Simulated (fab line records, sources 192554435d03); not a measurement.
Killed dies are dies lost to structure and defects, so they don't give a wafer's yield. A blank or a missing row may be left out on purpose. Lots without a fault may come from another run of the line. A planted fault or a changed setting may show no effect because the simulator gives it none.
fab line records | flow n5_finfet
record lots=5 wafers=15 last_day=17
route steps=1938 shown BEOL_M5@1182 BEOL_M6@1194 PASSIVATION@1936
lots that met no fault: from a run of the same line without faults
start_h: hours from the record's first day to the start of the lot's first wafer shown | wait_h: hours since the lot's step before | " the same as in the row above | L1.1+2: a row that stands for several wafers | - no value, or no start given | * or withheld: withheld | < > ~ a bound
route shown NAME@n: a module of which the file shows steps, and the number in the route of the first | usual: mean/standard deviation of fault-free wafers | same: alike in all rows | chamber/n: place in a boat | sites: the reading at each site | _std_site: their standard deviation | _edge_site: outer sites' mean less inner sites' | radius_mm: how far each site lies from the wafer's centre | mask NAME#n: copy n | behind: the tool/chamber that last shaped the wafer | hold: why the lot was held/for how many hours/how that ended | device: the transistor (n, p or np) that didn't switch | end of line: the same wafers' tests at the end of the route | a step without rows: its recipe alone | killed: dies lost to structure and defects at the first sort, not the wafer's yield | map: a wafer's dies, x killed, . not, _ none there
set.NAME: the setting as run; set.NAME@STEP: as run at that earlier step | model.NAME: the simulator's own value behind a step, which no gauge read
lots at some steps of the route; a table a step, a row a wafer
services: from which hour (start_h, from the record's first day; less than 0 if before it) a tool's chamber was out of use, for how many hours, and why
## steps
# step N5_BEOL_M5_ANNEAL_89
# recipe temp_c=400 time_s=1800 ambient=vacuum
# usual heater_power_w=845/140
# columns lot.wafer tool chamber start_h wait_h heater_power_w
L510.2 pvd_sputter-01 - 192.45 0.0 814
L510.4 " - " " 814
L510.6 " - " " 820
L518.1 pvd_sputter-01 - 240.59 0.0 935
L518.3 " - " " 828
L518.6 " - " " 829
L521.2 pvd_sputter-02 - 249.13 0.0 610
L521.5 " - " " 965
L521.6 " - " " 612
L528.1 pvd_sputter-03 - 293.41 0.0 684
L528.3 " - " " 818
L528.6 " - " " 849
L529.2 pvd_sputter-02 - 303.76 0.0 614
L529.3 " - " " 1063
L529.5 " - " " 955
# step N5_BEOL_M5_SPUTTER_90
# recipe material=Cu target_thk_a=45 temp_c=-20 chamber_pressure_pa=0.07 power_w=withheld time_s=8.29
# step N5_BEOL_M5_ECD_50
# recipe material=Cu target_thk_a=3000
# step N5_BEOL_M5_ANNEAL_51
# recipe temp_c=225 time_s=90 ambient=N2
# usual anneal_temp_c=225.00/0.17 wafer_temp_C_max=226.0/0.35
# columns lot.wafer tool chamber start_h wait_h anneal_temp_c wafer_temp_C_max
L510.2 rtp_anneal-02 0 193.70 0.1 225.03 225.7
L510.4 " 0 " " 224.97 225.7
L510.6 " 0 " " 224.87 225.9
L518.1 rtp_anneal-01 0 241.99 0.3 225.10 226.2
L518.3 " 0 " " 225.24 226.2
L518.6 " 0 " " 225.08 226.2
L521.2 rtp_anneal-01 0 250.39 0.1 224.94 226.9
L521.5 " 0 " " 225.02 226.2
L521.6 " 0 " " 225.16 226.2
L528.1 rtp_anneal-01 0 294.62 0.1 224.98 226.0
L528.3 " 0 " " 224.91 226.1
L528.6 " 0 " " 225.05 226.3
L529.2 rtp_anneal-02 0 305.19 0.3 225.02 225.7
L529.3 " 0 " " 224.87 225.7
L529.5 " 0 " " 225.04 226.3
# step N5_BEOL_M5_CMP_52
# recipe stop_on=SiCOH_lowk t_overpolish_s=6.9 down_force_psi=1 platen_rpm=50 clearing_platen_down_force_psi=1.5 clearing_platen_rpm=50 post_cmp_clean=cu_alkaline target_thk_nm=62 clearing_platen_pad_velocity_m_s=0.99484 pad_velocity_m_s=0.99484
# usual barrier_field_endpoint_s=24.7/0.97 motor_current_A=5.7/0.38 overpolish_run_s=6.899/0.0094 pad_life_wafers=852/760 slurry_flow_ml_min=150.0/0.51 time_to_endpoint_s=63/4.9
# columns lot.wafer tool chamber start_h wait_h barrier_field_endpoint_s motor_current_A overpolish_run_s pad_life_wafers slurry_flow_ml_min time_to_endpoint_s
L510.2 cmp-01 0 194.01 0.3 25.1 5.9 6.901 2101 150.3 62
L510.4 " 1 " " 26.3 6.6 6.895 2102 149.9 70
L510.6 " 0 " " 24.2 5.9 6.883 - 149.7 59
L518.3 cmp-02 0 242.38 0.3 24.0 5.3 6.898 2018 150.4 62
L518.1 " 1 " " 26.7 6.2 6.892 2019 150.4 77
L518.6 " 3 " " 24.5 5.8 6.910 - 149.6 61
L521.2 cmp-03 0 250.75 0.3 23.6 5.9 6.911 231 149.6 57
L521.5 " 1 " " 24.8 5.7 6.913 - 150.5 66
L521.6 " 2 " " 23.8 5.4 6.907 - 149.2 59
L528.3 cmp-01 3 294.92 0.2 23.8 6.0 6.881 882 149.9 62
L528.1 " 0 " " 23.7 5.9 6.909 883 148.9 62
L528.6 " 0 " " 23.8 5.9 6.889 - 149.1 58
L529.2 cmp-03 0 305.45 0.2 23.7 5.8 6.884 684 150.3 62
L529.3 " 3 " " 24.2 5.8 6.899 687 149.7 63
L529.5 " 1 " " 24.8 5.9 6.900 - 150.0 64
# step N5_BEOL_M5_THK_MEAS_53
# recipe thk_meas_gauge=xrf reads=Cu_of_BEOL_M5_ECD_50
# usual M5_THK=62.3/2.5
# columns lot.wafer tool chamber start_h wait_h M5_THK[nm]
L510.2 film_metro-01 - 194.26 - 58.9
L510.4 " - " " 61.9
L510.6 " - " " 59.8
L518.1 film_metro-01 - 242.60 - 68.0
L518.3 " - " " 62.0
L518.6 " - " " 60.1
L521.2 film_metro-01 - 250.93 - 64.0
L521.5 " - " " 63.2
L521.6 " - " " 62.1
L528.1 film_metro-01 - 295.21 - 62.6
L528.3 " - " " 61.5
L528.6 " - " " 60.7
L529.2 film_metro-01 - 305.74 - 59.4
L529.3 " - " " 61.8
L529.5 " - " " 60.7
# step N5_BEOL_M5_PRE_CLEAN_77
# recipe gas=NH3/H2 time_s=15 temp_c=* rf_power_w=300
# step N5_BEOL_M5_CO_CAP_78
# recipe material=Co target_thk_a=20 temp_c=200 precursor=CCTBA/H2 pressure_torr=30 time_s=102.1
# usual heater_power_w=258/22
# columns lot.wafer tool chamber start_h wait_h heater_power_w
L510.2 cvd_co-01 1 194.34 0.0 235
L510.4 " 1 " " 231
L510.6 " 2 " " 255
L518.1 cvd_co-01 1 242.68 0.0 237
L518.3 " 2 " " 252
L518.6 " 1 " " 232
L521.2 cvd_co-02 1 251.01 0.0 265
L521.5 " 0 " " 244
L521.6 " 1 " " 267
L528.1 cvd_co-01 1 295.29 0.0 230
L528.3 " 2 " " 255
L528.6 " 2 " " 258
L529.2 cvd_co-01 1 305.82 0.0 240
L529.3 " 0 " " 295
L529.5 " 1 " " 233
# step N5_BEOL_M5_PRE_CLEAN_55
# recipe gas=NH3 time_s=15 temp_c=withheld rf_power_w=300
# step N5_BEOL_M5_DEP_56
# recipe material=SiCN target_thk_a=80 temp_c=withheld precursor=3MS/NH3 pressure_torr=3 rf_w=202 time_s=14
# step N5_BEOL_M5_RS_MEAS_57
# recipe thk_meas_gauge=four-point-probe reads=Co_of_BEOL_M5_CO_CAP_78+Cu_of_BEOL_M5_ECD_50+Co_of_BEOL_M5_CVD_47+TaN_of_BEOL_M5_ALD_86
# usual M5_RS=0.387/0.019
# columns lot.wafer tool chamber start_h wait_h M5_RS[ohm/sq]
L510.2 film_metro-01 - 194.52 0.1 0.415
L510.4 " - " " 0.393
L510.6 " - " " 0.405
L518.1 film_metro-01 - 242.86 0.0 0.349
L518.3 " - " " 0.389
L518.6 " - " " 0.405
L521.2 film_metro-02 - 251.19 0.1 0.376
L521.5 " - " " 0.381
L521.6 " - " " 0.390
L528.1 film_metro-02 - 295.47 0.0 0.382
L528.3 " - " " 0.391
L528.6 " - " " 0.398
L529.2 film_metro-02 - 306.03 0.1 0.410
L529.3 " - " " 0.391
L529.5 " - " " 0.399
# step N5_BEOL_M5_INSPECT_58
# recipe inspect_instrument=darkfield mode=post_dep
# usual raw_defect_count=77/26
# columns lot.wafer tool chamber start_h wait_h raw_defect_count
L510.2 defect_inspect-01 - 194.55 0.0 55
L510.4 " - " " 56
L510.6 " - " " 82
L518.1 defect_inspect-01 - 242.89 0.0 91
L518.3 " - " " 117
L518.6 " - " " 72
L521.2 defect_inspect-02 - 251.22 0.0 73
L521.5 " - " " 52
L521.6 " - " " 40
L528.1 defect_inspect-02 - 295.50 0.0 92
L528.3 " - " " 71
L528.6 " - " " 102
L529.2 defect_inspect-02 - 306.06 0.0 42
L529.3 " - " " 79
L529.5 " - " " 70
# step N5_BEOL_M6_ILD_DEP_00
# recipe material=SiCOH_lowk target_thk_a=1797.5 temp_c=300 precursor=DEMS/porogen pressure_torr=5 rf_w=500 time_s=33.4
# usual heater_power_w=286/49 showerhead_plenum_p_Torr=5.745/0.011 throttle_valve_pct=14.1/0.78
# columns lot.wafer tool chamber start_h wait_h heater_power_w showerhead_plenum_p_Torr throttle_valve_pct
L510.2 pecvd-04 0 194.59 0.0 252 5.766 15.0
L510.4 " 0 " " 259 5.751 15.0
L510.6 " 2 " " 270 5.746 13.1
L518.1 pecvd-04 2 242.92 0.0 253 5.729 13.3
L518.3 " 0 " " 260 5.754 14.8
L518.6 " 0 " " 270 5.761 15.1
L521.2 pecvd-03 1 251.26 0.0 210 5.740 13.9
L521.5 " 1 " " 212 5.734 14.2
L521.6 " 0 " " 288 5.735 13.6
L528.1 pecvd-04 0 295.53 0.0 219 5.753 14.9
L528.3 " 1 " " 292 5.728 14.6
L528.6 " 1 " " 290 5.732 14.8
L529.2 pecvd-04 0 306.09 0.0 262 5.762 14.8
L529.3 " 1 " " 250 5.732 14.5
L529.5 " 2 " " 303 5.734 12.7
# step N5_BEOL_M6_CURE_74
# recipe temp_c=385 time_s=240 ambient=He/Ar material=SiCOH_lowk
# step N5_BEOL_M6_THK_MEAS_01
# recipe reads=SiCOH_lowk_of_BEOL_M6_ILD_DEP_00
# usual M6_ILD_THK=157.0/2.5
# columns lot.wafer tool chamber start_h wait_h M6_ILD_THK[nm]
L510.2 film_metro-01 - 195.30 0.4 159.9
L510.4 " - " " 163.3
L510.6 " - " " 160.8
L518.1 film_metro-01 - 243.98 0.8 155.1
L518.3 " - " " 156.6
L518.6 " - " " 158.9
L521.2 film_metro-02 - 252.31 0.7 154.1
L521.5 " - " " 156.6
L521.6 " - " " 156.7
L528.1 film_metro-02 - 296.13 0.4 157.7
L528.3 " - " " 158.3
L528.6 " - " " 158.4
L529.2 film_metro-02 - 306.67 0.4 156.3
L529.3 " - " " 134.7
L529.5 " - " " 159.3
# step N5_BEOL_M6_PECVD_70
# recipe material=SiO2 target_thk_a=200 temp_c=400 precursor=TEOS/O2 pressure_torr=5.5 rf_w=450 teos_flow_sccm=53.8 gas=O2 flow_sccm=3000 time_s=22.7
# usual heater_power_w=687/100 showerhead_plenum_p_Torr=8.80/0.032 throttle_valve_pct=22.6/1.1
# columns lot.wafer tool chamber start_h wait_h heater_power_w showerhead_plenum_p_Torr throttle_valve_pct
L510.2 pecvd-01 0 195.34 0.0 705 8.87 23.7
L510.4 " 0 " " 719 8.86 23.7
L510.6 " 2 " " 691 8.85 21.4
L518.1 pecvd-01 0 244.02 0.0 782 8.84 24.0
L518.3 " 1 " " 872 8.80 22.8
L518.6 " 2 " " 686 8.85 21.4
L521.2 pecvd-04 1 252.35 0.0 678 8.79 23.9
L521.5 " 2 " " 647 8.79 21.3
L521.6 " 1 " " 679 8.79 23.9
L528.1 pecvd-03 2 296.17 0.0 745 8.75 21.4
L528.3 " 1 " " 487 8.77 22.9
L528.6 " 2 " " 752 8.76 21.3
L529.2 pecvd-04 0 306.71 0.0 657 8.85 24.3
L529.3 " 2 " " 774 8.79 20.2
L529.5 " 2 " " 758 8.80 20.2
# step N5_PASSIVATION_PROBE_49
# usual defect_limited_yield=91.4/1.5 killed_at_M0_to_M3=36/11 killed_at_M4_up=14/6 killed_at_contacts=11/6 killed_at_front_end=37/11 killed_at_other=4/3.4 killed_dies=102/18 killed_open=66/13 killed_short=34/7.8 sort_bin_4_leakage=0.00/0.017 sort_bin_5_function=5.0/0.97 sort_bin_6_memory=3.2/0.7 sort_bin_8_speed=0.0/0.38 sort_n_pass=1078/19 sort_yield_pct=91.3/1.6
# same gross_dies=1180 killed_at_back_side=0
# columns lot.wafer tool chamber start_h wait_h defect_limited_yield[%] killed_at_M0_to_M3 killed_at_M4_up killed_at_contacts killed_at_front_end killed_at_other killed_dies killed_open killed_short sort_bin_4_leakage[%] sort_bin_5_function[%] sort_bin_6_memory[%] sort_bin_8_speed[%] sort_n_pass sort_yield_pct[%]
L510.2 prober-01 - 286.97 0.1 93.6 17 11 7 39 2 76 43 30 0 4.0 2.3 0 1104 93.6
L510.4 prober-01 - 287.07 0.2 94.1 24 12 5 29 0 70 46 23 0 4.1 1.9 0 1110 94.1
L510.6 prober-01 - 287.17 0.3 90.4 43 15 16 37 2 113 81 31 0 5.5 3.9 0 1067 90.4
L528.1 prober-02 - 390.71 0.0 91.4 36 25 4 29 7 101 66 32 0 4.2 4.2 0 1079 91.4
L528.3 prober-02 - 390.81 0.1 92.9 34 14 8 20 8 84 58 23 0 4.4 2.5 0 1096 92.9
L528.6 prober-02 - 390.96 0.3 92.9 35 13 9 22 5 84 54 28 0 3.9 2.9 0 1096 92.9
L529.3 prober-02 - 397.13 0.1 90.3 34 24 4 45 7 114 71 37 0 5.5 3.1 0 1066 90.3
# killed by level:class
L510.2 FIN_SAQP:geometric_particle:short=10 ILD0:geometric_particle:short=7 BEOL_M4:geometric_particle:open=6 ILD0:geometric_particle:open=5 MOL_CONTACT_COAG:geometric_particle:open=5 STI_FIN_REVEAL:geometric_particle:open=4 BEOL_M0_SAQP:geometric_particle:open=4 BEOL_M0_SAQP:geometric_particle:short=4
L510.4 BEOL_M3:geometric_particle:open=8 GATE_CUT:geometric_particle:short=6 BEOL_M6:geometric_particle:open=5 ILD0:geometric_particle:open=5 BEOL_M2:geometric_particle:open=5 BEOL_M0_SAQP:geometric_particle:open=4 FIN_SAQP:geometric_particle:short=3 DUMMY_GATE:geometric_particle:open=3
L510.6 BEOL_M2:geometric_particle:open=14 MOL_CONTACT_COAG:geometric_particle:open=11 BEOL_M0_SAQP:geometric_particle:open=9 BEOL_M3:geometric_particle:open=9 FIN_SAQP:geometric_particle:short=7 DUMMY_GATE:geometric_particle:open=7 FIN_SAQP:geometric_particle:open=6 STI_FIN_REVEAL:geometric_particle:open=6
L528.1 BEOL_M4:geometric_particle:open=19 BEOL_M0_SAQP:geometric_particle:open=11 BEOL_M0_SAQP:geometric_particle:short=10 FIN_SAQP:geometric_particle:open=8 BEOL_M1:geometric_particle:short=6 BEOL_M3:geometric_particle:open=4 STI_FIN_REVEAL:geometric_particle:short=3 DUMMY_GATE:geometric_particle:open=3
L528.3 BEOL_M4:geometric_particle:open=10 BEOL_M3:geometric_particle:open=9 MOL_CONTACT_COAG:geometric_particle:open=7 BEOL_M0_SAQP:geometric_particle:short=7 BEOL_M1:geometric_particle:open=6 DUMMY_GATE:geometric_particle:open=5 BEOL_M0_SAQP:geometric_particle:open=4 BEOL_M1:geometric_particle:short=4
L528.6 BEOL_M0_SAQP:geometric_particle:short=9 BEOL_M2:geometric_particle:open=9 MOL_CONTACT_COAG:geometric_particle:open=8 BEOL_M4:geometric_particle:open=8 BEOL_M0_SAQP:geometric_particle:open=5 STARTING-WAFER:geometric_particle:short=5 BEOL_M1:geometric_particle:open=4 BEOL_M0:geometric_particle:open=3
L529.3 STI_FIN_REVEAL:geometric_particle:open=18 BEOL_M1:geometric_particle:open=12 BEOL_M4:geometric_particle:open=9 FIN_SAQP:geometric_particle:short=7 BEOL_M6:area_dep=6 FIN_SAQP:geometric_particle:open=5 BEOL_M0_SAQP:geometric_particle:short=5 BEOL_M3:geometric_particle:open=5
## services
# columns tool chamber start_h hours kind
pecvd-04 2 170.47 2.1 scheduled_down
cmp-01 - 171.90 0.8 repair
pecvd-03 2 183.26 5.5 scheduled_down
pvd_sputter-01 - 194.09 0.8 repair
pecvd-03 1 196.50 16.5 scheduled_down
cmp-01 - 196.55 4.0 pm
cmp-01 - 200.55 - consumable_replace:conditioner
cmp-01 - 200.55 - consumable_replace:pad
cmp-03 - 203.50 4.0 pm
cmp-01 - 213.32 1.2 repair
cmp-03 - 218.71 1.1 repair
cmp-03 - 221.52 5.1 pm
cmp-02 - 244.28 4.8 pm
cmp-02 - 256.68 4.0 pm
cvd_co-02 - 263.98 14.6 pm
cmp-03 - 267.36 0.8 repair
pecvd-04 2 272.32 2.5 repair
pecvd-03 1 275.80 7.2 repair
cvd_co-01 - 285.15 3.3 repair
cmp-02 - 292.57 1.2 repair
pecvd-01 2 298.12 1.9 repair
pecvd-01 - 301.37 14.6 pm
cmp-01 - 303.99 0.9 repair
cmp-01 - 305.30 2.1 repair
## key
first_sign step=N5_BEOL_M6_THK_MEAS_01 reading=M6_ILD_THK direction=down sigmas=8.8 usual=157.0 struck=134.7
effect none on later readings
met_at N5_BEOL_M6_ILD_DEP_00
struck_wafers L529.3
onset_between 295.53 306.09
fault kind=site_profile_drift tool=pecvd-04 chamber=1 onset_h=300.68 steps=N5_BEOL_M6_ILD_DEP_00 basis=fraction max_abs_drift=0.29642 slope_share_per_hr=65.87 site_pattern=0,0,0,0,0,-1,-1,-1,-1
